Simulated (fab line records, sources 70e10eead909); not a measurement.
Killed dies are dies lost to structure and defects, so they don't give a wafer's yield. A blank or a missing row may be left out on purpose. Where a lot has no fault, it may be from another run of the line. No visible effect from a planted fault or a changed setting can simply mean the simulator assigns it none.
fab line records -- flow nand_harc
record: lots: 7, wafers: 21, last_day: 30
route steps=1302 shown P_CONTACT@236 END@1302
lots with no fault: from the same line, run without faults
start_h: start of the lot's first displayed wafer, in hours after the record's first day -- wait_h: hours elapsed since this lot's preceding step -- " as in the row above -- L1.1+2: one row covering several wafers at once -- - either no value or no given start -- * or withheld: withheld -- < > ~ a bound
route shown NAME@n: NAME is a module with steps in the file, n the number in the route of the first one -- usual: average and standard deviation across the fault-free wafers -- same: alike in all rows -- chamber/n: place in a boat -- sites: each site's reading -- _std_site: standard deviation across them -- _edge_site: mean of outer sites minus mean of inner sites -- radius_mm: for every site, how far away it sits from the centre of the wafer -- mask NAME#n: copy n -- behind: the most recent tool/chamber to have shaped the wafer -- hold: the reason the lot was held/the length of the hold in hours/how it ended -- device: whichever transistor did not switch (one of n, p or np) -- end of line: tests of these same wafers at the route's end -- a step with no rows: only its recipe -- killed: the dies lost at the first sort to structure and to defects; this is not the yield of the wafer -- map: a wafer's dies, x killed, . not, _ none there
set.NAME: the run value of the setting; set.NAME@STEP: its run value at that earlier step -- model.NAME: the simulator's own value behind a step, which no gauge read
lots at some steps of the route; a table a step, a row a wafer
services: when a tool's chamber went out of use (start_h, in hours from the record's first day, below 0 if earlier), for how many hours, and the reason
== steps ==
step: NHARC_P_CONTACT_ETCH_35
recipe: target_depth_a: 390, over_etch_frac: 0.3, time_s: 65, ion_energy_ev: 80, cf4_flow_sccm: 150, ar_flow_sccm: 0, rf_w: 300, bias_w: 100, chemistry: CF4
step: NHARC_P_CONTACT_ETCH_36
recipe: target_depth_a: 2600, over_etch_frac: 0.25, time_s: 406.25, ion_energy_ev: 200, n2_flow_sccm: 150, h2_flow_sccm: 150, ar_flow_sccm: 0, rf_w: 400, bias_w: 150, chemistry: N2/H2
usual: drypump_motor_current_A: 5.7/0.49, oes_product_au: 1.002/0.0074, rf_vpp_V: 429.6/2.3, showerhead_plenum_p_Torr: 2.01/0.081, throttle_valve_pct: 14.172/0.01
lot.wafer,tool,chamber,start_h,wait_h,drypump_motor_current_A,oes_product_au,rf_hours_counter_h,rf_vpp_V,showerhead_plenum_p_Torr,throttle_valve_pct
L275.1,rie_diel-01,1,-,-,5.3,0.991,4.2,429.0,2.00,14.195
L275.3,rie_diel-01,2,-,-,5.8,0.997,3.7,428.7,1.95,14.179
L275.5,rie_diel-01,0,-,-,5.1,1.004,-,427.6,1.94,14.172
L277.4,rie_diel-05,0,-,-,6.9,1.012,2.3,430.2,2.03,14.170
L277.6,rie_diel-05,3,-,-,5.3,1.018,-,427.9,1.94,14.169
L277.5,rie_diel-05,0,-,-,6.9,0.994,-,431.4,2.03,14.152
L278.1,rie_diel-05,1,-,-,6.1,1.005,2.9,429.9,2.02,14.159
L278.5,rie_diel-05,1,-,-,6.1,0.996,-,429.0,2.02,14.166
L278.6,rie_diel-05,2,-,-,6.0,1.003,-,431.1,2.03,14.170
L279.3,rie_diel-01,3,-,-,5.4,0.984,6.3,428.3,1.98,14.174
L279.4,rie_diel-01,2,-,-,5.8,0.996,6.0,427.1,1.95,14.171
L279.5,rie_diel-01,3,-,-,5.4,0.992,-,429.3,1.98,14.168
L280.3,rie_diel-03,2,-,-,5.2,1.010,0.9,428.9,1.97,14.168
L280.4,rie_diel-03,3,-,-,6.1,1.006,0.9,435.1,2.21,14.186
L280.5,rie_diel-03,0,-,-,5.4,1.016,-,427.0,1.90,14.194
L289.2,rie_diel-03,2,-,-,5.2,1.000,4.0,429.5,1.97,14.177
L289.1,rie_diel-03,3,-,-,6.1,1.008,4.1,435.2,2.21,14.159
L289.3,rie_diel-03,0,-,-,5.4,1.011,4.1,426.8,1.90,14.178
L291.1,rie_diel-05,3,-,-,5.3,1.001,0.8,428.0,1.94,14.151
L291.4,rie_diel-05,2,-,-,6.0,0.999,0.7,430.3,2.03,14.176
L291.5,rie_diel-05,3,-,-,5.3,0.998,-,427.0,1.94,14.167
step: NHARC_P_CONTACT_ETCH_18
recipe: target_depth_a: 4810, time_s: 240.5, c4f8_flow_sccm: 20, o2_flow_sccm: 10, ar_flow_sccm: withheld, rf_w: 600, bias_w: 1500, chemistry: C4F8/O2/Ar
step: NHARC_P_CONTACT_STRIP_37
recipe: c4f8_flow_sccm: withheld, o2_flow_sccm: 8, ar_flow_sccm: withheld, bias_w: 0, chemistry: C4F8/O2/Ar
step: NHARC_P_CONTACT_ETCH_31
recipe: target_depth_a: 300, time_s: 85.7, ion_energy_ev: 120, over_etch_frac: 1, ch3f_flow_sccm: 50, o2_flow_sccm: 30, ar_flow_sccm: 200, rf_w: 500, bias_w: 100, chemistry: CH3F/O2
step: NHARC_P_CONTACT_CD_MEAS_19
usual: cd_nm: 89.4/1.2
lot.wafer,tool,chamber,start_h,wait_h,cd_nm
L275.1,cd_sem-03,-,123.36,-,88.4
L275.3,cd_sem-03,-,123.36,-,88.7
L275.5,cd_sem-03,-,123.36,-,90.1
L277.4,cd_sem-02,-,136.23,-,87.7
L277.5,cd_sem-02,-,136.23,-,88.6
L277.6,cd_sem-02,-,136.23,-,87.9
L278.1,cd_sem-01,-,149.80,-,90.6
L278.5,cd_sem-01,-,149.80,-,90.3
L278.6,cd_sem-01,-,149.80,-,89.5
L279.3,cd_sem-01,-,160.82,-,89.5
L279.4,cd_sem-01,-,160.82,-,88.6
L279.5,cd_sem-01,-,160.82,-,89.1
L280.3,cd_sem-02,-,176.15,-,89.1
L280.4,cd_sem-02,-,176.15,-,90.8
L280.5,cd_sem-02,-,176.15,-,91.6
L289.1,cd_sem-02,-,263.77,-,89.6
L289.2,cd_sem-02,-,263.77,-,90.2
L289.3,cd_sem-02,-,263.77,-,89.5
L291.1,cd_sem-02,-,278.37,-,87.5
L291.4,cd_sem-02,-,278.37,-,87.9
L291.5,cd_sem-02,-,278.37,-,88.9
step: NHARC_P_CONTACT_STRIP_28
recipe: o2_flow_sccm: 500, ar_flow_sccm: 0, bias_w: 0, chemistry: O2
usual: drypump_motor_current_A: 5.7/0.5, o2_flow_sccm: 500.0/1.5, oes_product_au: 1.003/0.0084, rf_vpp_V: 57.7/0.93, showerhead_plenum_p_Torr: 3.48/0.13, throttle_valve_pct: 17.037/0.0093
lot.wafer,tool,chamber,start_h,wait_h,drypump_motor_current_A,o2_flow_sccm,oes_product_au,rf_hours_counter_h,rf_vpp_V,showerhead_plenum_p_Torr,throttle_valve_pct
L275.3,rie_diel-05,3,123.45,0.1,5.3,498.4,1.016,1.5,57.8,3.37,17.040
L275.1,rie_diel-05,1,123.45,0.1,6.0,498.6,1.004,1.7,57.3,3.49,17.053
L275.5,rie_diel-05,2,123.45,0.1,6.0,502.2,1.011,-,57.4,3.51,17.048
L277.4,rie_diel-01,0,136.33,0.1,5.1,501.9,1.000,4.6,57.8,3.38,17.035
L277.6,rie_diel-01,2,136.33,0.1,5.8,498.6,0.995,-,57.2,3.39,17.016
L277.5,rie_diel-01,3,136.33,0.1,5.4,502.1,0.990,-,58.0,3.44,17.036
L278.1,rie_diel-01,0,149.92,0.1,5.1,503.7,0.999,5.9,56.4,3.37,17.018
L278.6,rie_diel-01,1,149.92,0.1,5.4,502.0,0.988,-,57.9,3.47,17.024
L278.5,rie_diel-01,2,149.92,0.1,5.8,498.5,1.003,-,58.9,3.39,17.026
L279.4,rie_diel-03,2,160.89,0.1,5.2,499.3,1.008,0.5,57.1,3.41,17.045
L279.3,rie_diel-03,0,160.89,0.1,5.4,498.4,1.020,0.6,56.2,3.30,17.043
L279.5,rie_diel-03,2,160.89,0.1,5.2,499.5,1.008,-,58.7,3.41,17.038
L280.3,rie_diel-01,0,176.24,0.1,5.1,498.6,1.003,8.0,57.4,3.37,17.038
L280.4,rie_diel-01,0,176.24,0.1,5.1,498.9,1.002,-,56.8,3.37,17.018
L280.5,rie_diel-01,2,176.24,0.1,5.8,501.7,1.009,-,57.8,3.39,17.039
L289.3,rie_diel-03,2,263.84,0.1,5.2,499.5,0.999,4.3,58.9,3.41,17.044
L289.1,rie_diel-03,3,263.84,0.1,6.1,499.5,1.012,4.5,59.1,3.79,17.036
L289.2,rie_diel-03,1,263.84,0.1,5.7,501.1,1.006,4.1,57.5,3.63,17.033
L291.4,rie_diel-03,2,278.48,0.1,5.2,499.4,1.005,4.5,58.3,3.41,17.045
L291.1,rie_diel-03,3,278.48,0.1,6.1,501.4,1.011,4.6,58.7,3.79,17.042
L291.5,rie_diel-03,0,278.48,0.1,5.4,500.2,1.007,-,59.1,3.30,17.057
step: NHARC_P_CONTACT_STRIP_29
recipe: time_s: 1200, temp_c: 72.5, chemistry: post_etch_residue_remover
step: NHARC_P_CONTACT_DEGAS_38
recipe: temp_c: 300, time_s: 60
usual: heater_power_w: 481/39
lot.wafer,tool,chamber,start_h,wait_h,heater_power_w
L275.3,pvd_sputter-02,-,124.08,-,435
L275.1,pvd_sputter-02,-,124.08,-,458
L275.5,pvd_sputter-02,-,124.08,-,486
L277.4,pvd_sputter-03,-,136.95,-,426
L277.5,pvd_sputter-03,-,136.95,-,498
L277.6,pvd_sputter-03,-,136.95,-,418
L278.1,pvd_sputter-01,-,150.51,-,480
L278.6,pvd_sputter-01,-,150.51,-,481
L278.5,pvd_sputter-01,-,150.51,-,496
L279.3,pvd_sputter-02,-,161.52,-,473
L279.4,pvd_sputter-02,-,161.52,-,541
L279.5,pvd_sputter-02,-,161.52,-,439
L280.4,pvd_sputter-01,-,176.88,-,478
L280.3,pvd_sputter-01,-,176.88,-,489
L280.5,pvd_sputter-01,-,176.88,-,457
L289.2,pvd_sputter-01,-,264.48,-,496
L289.1,pvd_sputter-01,-,264.48,-,514
L289.3,pvd_sputter-01,-,264.48,-,542
L291.4,pvd_sputter-01,-,279.10,-,451
L291.1,pvd_sputter-01,-,279.10,-,501
L291.5,pvd_sputter-01,-,279.10,-,549
step: NHARC_P_CONTACT_PRE_CLEAN_39
recipe: time_s: 19.5, bias_v: 250, gas: Ar
step: NHARC_P_CONTACT_PVD_32
recipe: target_thk_a: 50, chamber_pressure_pa: 5, power_w: 5000, substrate_temp_c: 200, time_s: 17.7, material: Ti
usual: throttle_valve_pct: 29.9/0.95
lot.wafer,tool,chamber,start_h,wait_h,throttle_valve_pct
L275.3,pvd_sputter-02,-,-,-,29.3
L275.1,pvd_sputter-02,-,-,-,29.1
L275.5,pvd_sputter-02,-,-,-,28.2
L277.4,pvd_sputter-03,-,-,-,29.4
L277.6,pvd_sputter-03,-,-,-,29.1
L277.5,pvd_sputter-03,-,-,-,30.6
L278.1,pvd_sputter-01,-,-,-,31.4
L278.6,pvd_sputter-01,-,-,-,31.3
L278.5,pvd_sputter-01,-,-,-,31.4
L279.4,pvd_sputter-02,-,-,-,29.5
L279.3,pvd_sputter-02,-,-,-,29.0
L279.5,pvd_sputter-02,-,-,-,28.4
L280.4,pvd_sputter-01,-,-,-,28.9
L280.3,pvd_sputter-01,-,-,-,31.4
L280.5,pvd_sputter-01,-,-,-,29.3
L289.2,pvd_sputter-01,-,-,-,29.3
L289.1,pvd_sputter-01,-,-,-,29.4
L289.3,pvd_sputter-01,-,-,-,31.8
L291.4,pvd_sputter-01,-,-,-,31.1
L291.1,pvd_sputter-01,-,-,-,31.8
L291.5,pvd_sputter-01,-,-,-,29.8
step: NHARC_P_CONTACT_ALD_22
recipe: target_thk_a: 30, pulse_time_s: 1, ald_cycles: 150, temp_c: 450, material: TiN
usual: heater_power_w: 1082/58, precursor_pulse_height_rel: 1.002/0.021
lot.wafer,tool,chamber,start_h,wait_h,heater_power_w,precursor_pulse_height_rel,since_wet_clean_h
L275.1,ald_metal-03,1,124.31,-,1062,0.984,80
L275.3,ald_metal-03,2,124.31,-,1027,1.000,80
L275.5,ald_metal-03,2,124.31,-,1032,1.005,-
L277.4,ald_metal-01,3,137.24,-,941,1.006,135
L277.5,ald_metal-01,0,137.24,-,1173,1.018,-
L277.6,ald_metal-01,1,137.24,-,1014,0.977,-
L278.1,ald_metal-02,1,150.75,-,1032,0.998,65
L278.5,ald_metal-02,1,150.75,-,1009,1.026,-
L278.6,ald_metal-02,2,150.75,-,1020,1.037,-
L279.4,ald_metal-02,0,161.78,-,1108,1.009,76
L279.3,ald_metal-02,1,161.78,-,1024,0.997,76
L279.5,ald_metal-02,3,161.78,-,1060,0.996,-
L280.3,ald_metal-02,3,177.12,-,1084,1.030,91
L280.4,ald_metal-02,2,177.12,-,1003,1.019,91
L280.5,ald_metal-02,3,177.12,-,1043,0.970,-
L289.3,ald_metal-01,0,264.74,-,1163,0.989,85
L289.2,ald_metal-01,1,264.74,-,1092,1.029,85
L289.1,ald_metal-01,2,264.74,-,1092,1.016,85
L291.4,ald_metal-03,1,279.33,-,1071,0.987,57
L291.1,ald_metal-03,3,279.33,-,1127,0.982,57
L291.5,ald_metal-03,2,279.33,-,1067,0.987,-
step: NHARC_P_CONTACT_CVD_23
recipe: target_thk_a: 2000, temp_c: 300, pressure_torr: 40, wf6_flow_sccm: 40, h2_flow_sccm: 1600, ar_flow_sccm: 1560, time_s: 557, material: W
usual: chamber_pressure_Torr: 39.99/0.083, heater_power_outer_w: 254/19, heater_power_w: 454/30, throttle_valve_pct: 8.0/0.31
lot.wafer,tool,chamber,start_h,wait_h,chamber_pressure_Torr,heater_power_outer_w,heater_power_w,since_wet_clean_h,throttle_valve_pct
L275.1,cvd_w-02,1,124.51,-,40.07,272,487,24,8.1
L275.3,cvd_w-02,1,124.51,-,40.04,270,480,-,8.2
L275.5,cvd_w-02,1,124.51,-,40.11,274,487,-,8.2
L277.4,cvd_w-02,1,137.65,-,40.03,276,486,-,8.4
L277.6,cvd_w-02,0,137.65,-,39.89,240,418,-,7.8
L277.5,cvd_w-02,1,137.65,-,39.85,275,481,-,8.2
L278.1,cvd_w-02,1,151.05,-,-,-,-,-,-
L278.5,cvd_w-02,0,151.05,-,-,-,-,-,-
L278.6,cvd_w-02,1,151.05,-,-,-,-,-,-
L279.4,cvd_w-02,1,162.14,-,-,-,-,-,-
L279.3,cvd_w-02,0,162.14,-,-,-,-,-,-
L279.5,cvd_w-02,0,162.14,-,-,-,-,-,-
L280.3,cvd_w-02,0,177.50,-,-,-,-,-,-
L280.4,cvd_w-02,1,177.50,-,-,-,-,-,-
L280.5,cvd_w-02,0,177.50,-,-,-,-,-,-
L289.1,cvd_w-01,1,264.92,-,40.03,276,463,67,8.0
L289.2,cvd_w-01,0,264.92,-,39.95,238,442,67,8.2
L289.3,cvd_w-01,0,264.92,-,39.94,236,457,-,8.1
L291.1,cvd_w-01,1,279.53,-,40.05,262,469,82,7.8
L291.4,cvd_w-01,1,279.53,-,39.91,263,472,-,8.0
L291.5,cvd_w-01,1,279.53,-,39.99,264,474,-,8.2
step: NHARC_P_CONTACT_CMP_24
recipe: t_overpolish_s: 30, target_thk_nm: 200
usual: motor_current_A: 12.0/1.1, overpolish_run_s: 30.000/0.008, slurry_filter_dp_kPa: 13.49/0.14, slurry_flow_ml_min: 149.9/0.42, time_to_endpoint_s: 39.5/2.6
lot.wafer,tool,chamber,start_h,wait_h,motor_current_A,overpolish_run_s,slurry_filter_dp_kPa,slurry_flow_ml_min,time_to_endpoint_s
L275.3,cmp-04,0,125.21,0.4,11.8,29.994,13.38,149.4,40.4
L275.1,cmp-04,1,125.21,0.4,12.3,30.006,13.58,150.7,40.0
L275.5,cmp-04,3,125.21,0.4,11.6,30.010,13.38,148.9,39.2
L277.4,cmp-03,1,138.03,0.3,10.8,29.994,13.84,150.4,39.9
L277.6,cmp-03,1,138.03,0.3,11.5,30.001,13.76,150.3,38.3
L277.5,cmp-03,2,138.03,0.3,10.3,30.005,13.57,150.3,41.4
L278.1,cmp-01,1,151.65,0.5,11.9,30.001,13.61,150.4,0.0
L278.6,cmp-01,3,151.65,0.5,12.0,29.996,13.53,150.1,0.0
L278.5,cmp-01,0,151.65,0.5,11.9,29.994,13.48,149.1,0.0
L279.4,cmp-04,2,162.66,0.4,11.9,29.994,13.47,150.1,3.2
L279.3,cmp-04,3,162.66,0.4,11.6,29.995,13.46,149.6,2.3
L279.5,cmp-04,1,162.66,0.4,12.4,30.019,13.20,149.1,1.3
L280.3,cmp-03,3,177.99,0.4,13.4,30.016,13.51,149.9,0.7
L280.4,cmp-03,0,177.99,0.4,13.7,30.008,13.16,150.1,0.0
L280.5,cmp-03,2,177.99,0.4,10.6,29.999,13.28,150.5,2.7
L289.1,cmp-03,3,265.58,0.6,13.2,30.003,13.58,149.3,41.4
L289.2,cmp-03,0,265.58,0.6,13.4,30.003,13.39,149.3,40.1
L289.3,cmp-03,2,265.58,0.6,10.5,30.009,13.63,149.6,44.2
L291.1,cmp-03,0,280.19,0.6,13.3,30.005,13.67,150.2,36.5
L291.4,cmp-03,1,280.19,0.6,10.8,30.005,13.49,149.5,38.1
L291.5,cmp-03,3,280.19,0.6,13.8,29.989,13.53,150.4,38.9
step: NHARC_END_SORT_01
recipe: temp_c: 25
usual: defect_limited_yield: 91.1/2.8, killed_at_array: 56/19, killed_at_other: 1.0/1.5, killed_at_periphery: 3.4/2.4, killed_dies: 60/19, killed_open: 3.3/1.8, killed_short: 2.4/1.7, sort_bin_2_pct: 3.2/1.3, sort_bin_3_pct: 0.7/0.39, sort_bin_4_pct: 4.9/1.6, sort_n_pass: 617/19, sort_rim_yield_pct: 89/4.2, sort_yield_pct: 91.1/2.8
same: gross_dies: 677, sort_bin_5_pct[%]: 0, sort_bin_6_pct[%]: 0, sort_bin_7_pct[%]: 0, sort_bin_8_pct[%]: 0, sort_rim_n_gross: 106.00
lot.wafer,tool,chamber,start_h,wait_h,defect_limited_yield[%],killed_at_array,killed_at_other,killed_at_periphery,killed_dies,killed_open,killed_short,sort_bin_2_pct[%],sort_bin_3_pct[%],sort_bin_4_pct[%],sort_n_pass,sort_rim_yield_pct[%],sort_yield_pct[%]
L275.1,prober-02,0,569.77,2.5,94.1,36,1,3,40,5,4,0.9,0.4,4.6,637,89,94.1
L275.3,prober-02,0,571.41,3.1,95.0,32,0,2,34,0,7,2.1,0.3,2.7,643,89,95.0
L275.5,prober-02,0,573.04,3.8,95.0,31,0,3,34,2,1,2.5,0,2.5,643,92,95.0
L277.4,prober-02,0,584.07,3.4,86.3,88,0,5,93,4,3,6.1,0.6,7.1,584,92,86.3
L277.5,prober-02,0,584.86,3.7,88.5,74,0,4,78,1,6,4.3,0.4,6.8,599,91,88.5
L277.6,prober-02,0,585.65,4.0,87.1,83,1,3,87,4,4,4.6,1.6,6.6,590,86,87.1
L289.1,prober-02,0,708.87,2.5,91.1,58,0,2,60,5,2,3.7,0.9,4.3,617,83,91.1
L289.2,prober-02,0,709.68,2.8,90.5,62,0,2,64,3,9,4.0,0.3,5.2,613,82,90.5
L289.3,prober-02,0,710.48,3.1,91.0,58,0,3,61,3,5,3.4,0.6,5.0,616,84,91.0
L291.1,prober-01,0,723.91,2.5,91.3,50,3,6,59,5,2,3.2,0.6,4.9,618,91,91.3
L291.4,prober-01,0,726.27,3.4,91.6,51,1,5,57,3,3,3.2,0.4,4.7,620,92,91.6
L291.5,prober-01,0,727.05,3.6,92.5,46,2,3,51,5,0,2.8,0.6,4.1,626,85,92.5
killed by level:class
L275.1 A_SLIT:chamber_film_flake=15 A_CHANNEL_HOLE_D2:chamber_film_flake=4 A_ZERO_WELL:chamber_film_flake=3 A_WL_FILL:geometric_particle:short=2 P_ZERO_WELL:chamber_film_flake=2 A_CHANNEL_FILL_D1:chamber_film_flake=2 A_SGD_CUT:chamber_film_flake=2 P_CONTACT:geometric_particle:open=1
L275.3 A_SLIT:chamber_film_flake=17 A_CHANNEL_HOLE_D2:chamber_film_flake=3 A_WL_FILL:geometric_particle:short=2 A_CHANNEL_FILL_D1:chamber_film_flake=2 A_ONON_D1:geometric_particle:short=1 A_CHANNEL_HOLE_D1:geometric_particle:short=1 A_DECK1_JOINT:geometric_particle:short=1 A_CHANNEL_HOLE_D2:geometric_particle:short=1
L275.5 A_SLIT:chamber_film_flake=16 A_CHANNEL_HOLE_D2:chamber_film_flake=9 P_GATE:geometric_particle:open=1 A_WL_FILL:geometric_particle:short=1 A_BLC:geometric_particle:open=1 P_ZERO_WELL:chamber_film_flake=1 P_BONDPAD:chamber_film_flake=1 A_ZERO_WELL:chamber_film_flake=1
L277.4 A_CHANNEL_HOLE_D1:chamber_film_flake=31 A_CHANNEL_HOLE_D2:chamber_film_flake=30 A_SLIT:chamber_film_flake=16 P_CONTACT:geometric_particle:open=2 P_GATE:chamber_film_flake=2 A_STAIRCASE:chamber_film_flake=2 A_WL_FILL:chamber_film_flake=2 A_CONTACT:chamber_film_flake=2
L277.5 A_CHANNEL_HOLE_D2:chamber_film_flake=29 A_CHANNEL_HOLE_D1:chamber_film_flake=18 A_SLIT:chamber_film_flake=14 A_STAIRCASE:chamber_film_flake=3 A_CONTACT:chamber_film_flake=3 P_CONTACT:geometric_particle:short=1 A_SOURCE_PLATE:geometric_particle:short=1 A_ONON_D1:geometric_particle:short=1
L277.6 A_CHANNEL_HOLE_D2:chamber_film_flake=30 A_CHANNEL_HOLE_D1:chamber_film_flake=18 A_SLIT:chamber_film_flake=18 A_CONTACT:chamber_film_flake=4 A_STAIRCASE:chamber_film_flake=3 A_CHANNEL_FILL_D1:geometric_particle:open=2 P_ZERO_WELL:chamber_film_flake=2 A_WL_FILL:chamber_film_flake=2
L289.1 A_SLIT:chamber_film_flake=27 A_CHANNEL_HOLE_D2:chamber_film_flake=17 A_CHANNEL_HOLE_D1:chamber_film_flake=5 A_CHANNEL_FILL_D2:geometric_particle:open=3 A_ONON_D2:geometric_particle:open=2 P_M0:geometric_particle:short=1 A_DECK1_JOINT:geometric_particle:short=1 P_GATE:chamber_film_flake=1
L289.2 A_SLIT:chamber_film_flake=23 A_CHANNEL_HOLE_D2:chamber_film_flake=21 A_CHANNEL_FILL_D2:geometric_particle:short=4 A_CHANNEL_HOLE_D1:geometric_particle:short=2 A_CHANNEL_HOLE_D1:chamber_film_flake=2 A_CHANNEL_FILL_D2:chamber_film_flake=2 A_STAIRCASE:chamber_film_flake=2 P_STI:geometric_particle:short=1
L289.3 A_SLIT:chamber_film_flake=30 A_CHANNEL_HOLE_D2:chamber_film_flake=16 A_CHANNEL_HOLE_D1:chamber_film_flake=3 P_GATE:chamber_film_flake=2 A_CONTACT:chamber_film_flake=2 P_CONTACT:geometric_particle:open=1 A_ONON_D1:geometric_particle:short=1 A_CHANNEL_FILL_D1:geometric_particle:short=1
L291.1 A_SLIT:chamber_film_flake=22 A_CHANNEL_HOLE_D1:chamber_film_flake=8 A_CONTACT:chamber_film_flake=5 A_WL_FILL:chamber_film_flake=3 THIN_TSV:chamber_film_flake=3 P_BONDPAD:chamber_film_flake=2 A_CHANNEL_FILL_D2:chamber_film_flake=2 A_STAIRCASE:chamber_film_flake=2
L291.4 A_SLIT:chamber_film_flake=28 A_CHANNEL_HOLE_D1:chamber_film_flake=9 A_CONTACT:chamber_film_flake=6 A_ONON_D2:geometric_particle:open=2 A_WL_FILL:geometric_particle:short=2 P_BONDPAD:chamber_film_flake=2 A_STAIRCASE:chamber_film_flake=2 P_CONTACT:geometric_particle:short=1
L291.5 A_SLIT:chamber_film_flake=23 A_CHANNEL_HOLE_D1:chamber_film_flake=13 A_CONTACT:chamber_film_flake=5 P_CONTACT:geometric_particle:open=2 A_BLC:geometric_particle:open=2 THIN_TSV:chamber_film_flake=2 A_CONTACT:geometric_particle:open=1 P_BONDPAD:chamber_film_flake=1
== services ==
tool,chamber,start_h,hours,kind
ald_metal-01,2,103.20,11.4,repair
pvd_sputter-02,-,104.00,10.0,pm
rie_diel-03,-,104.30,9.0,pm
rie_diel-01,0,108.02,8.8,repair
cmp-04,-,111.00,4.0,pm
pvd_sputter-01,-,135.43,3.0,repair
cmp-03,-,139.15,3.7,repair
rie_diel-01,2,153.60,3.9,repair
ald_metal-02,-,155.09,1.5,repair
cmp-03,-,162.16,4.0,pm
rie_diel-03,0,170.69,2.6,repair
rie_diel-01,1,174.21,5.5,repair
ald_metal-02,1,202.51,27.9,repair
rie_diel-01,-,203.85,9.0,pm
cmp-03,-,211.56,1.1,repair
rie_diel-05,1,219.47,2.8,repair
rie_diel-05,-,229.64,9.0,pm
ald_metal-02,0,231.14,7.2,repair
pvd_sputter-01,-,235.39,10.0,pm
rie_diel-05,0,245.66,4.3,repair
ald_metal-02,-,254.10,10.0,pm
cmp-03,-,260.16,4.0,pm
cvd_w-02,-,269.10,13.0,pm
ald_metal-02,0,274.13,6.4,repair
== key ==
first_sign: step: NHARC_P_CONTACT_CVD_23, reading: tool_record, direction: missing
effect: step: NHARC_P_CONTACT_CMP_24, reading: time_to_endpoint_s, direction: down, sigmas: 15, usual: *, struck: *
met_at NHARC_P_CONTACT_CVD_23
struck_wafers L278.1,L278.5,L278.6,L279.3,L279.4,L279.5,L280.3,L280.4,L280.5
scrapped_behind NHARC_P_CONTACT_THK_MEAS_25 L278.1,L278.5,L278.6,L279.3,L279.4,L279.5,L280.3,L280.4,L280.5
onset_between 137.65 151.05
fault: kind: skipped_step_whole, tool: cvd_w-02, chamber: -, onset_h: 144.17, steps: NHARC_P_CONTACT_CVD_23, scope: struck_lots_only
